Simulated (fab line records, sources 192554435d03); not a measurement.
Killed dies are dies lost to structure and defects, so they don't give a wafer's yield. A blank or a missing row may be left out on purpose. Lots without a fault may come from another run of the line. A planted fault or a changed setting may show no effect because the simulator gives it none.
Chamber matching | flow n5_finfet | N5_GATE_CUT_DESCUM_18 on rie_diel-04: 4 sister chambers
The step chemistry O2, time 7 s. 4 wafers are shown with their chamber, then 12 later ones without.

WAFERS WITH THEIR CHAMBER
wafer  | chamber | drypump_motor_current_A (A)
L085.2 | 2       | 6.2
L088.2 | 1       | 6.3
L088.4 | 3       | 5.9
L088.5 | 0       | 5.6

WAFERS WITHOUT THEIR CHAMBER
wafer  | drypump_motor_current_A (A)
L089.2 | 5.7
L089.3 | 6.2
L089.5 | 6.3
L091.1 | 5.6
L091.2 | 6.2
L091.3 | 6.3
L093.2 | 5.6
L093.3 | 6.2
L093.4 | 6.2
L095.2 | 5.9
L095.3 | 6.3
L095.4 | 6.2

WHICH CHAMBER EACH WENT THROUGH
wafer  | from the rows above | in truth
L089.2 | 0                   | 0
L089.3 | 2                   | 2
L089.5 | 1                   | 1
L091.1 | 0                   | 0
L091.2 | 2                   | 2
L091.3 | 1                   | 1
L093.2 | 0                   | 0
L093.3 | 2                   | 2
L093.4 | 2                   | 2
L095.2 | 3                   | 3
L095.3 | 1                   | 1
L095.4 | 2                   | 2
Placed correctly: 12 of 12. Can't be placed from these rows: 0. Placed wrongly: 0.
How it was worked out, from the rows above alone: a wafer's distance from a chamber is the root of the sum, over the readings, of the square of ((its reading less the chamber's mean) divided by the reading's scatter). The wafer belongs to the nearest chamber; if the next one is less than 2 further off, it can't be placed. A chamber's mean is the mean of its shown wafers. The scatter: with one shown wafer a chamber, the root of the mean of the squares of how far each hidden wafer lies from its nearest shown one.
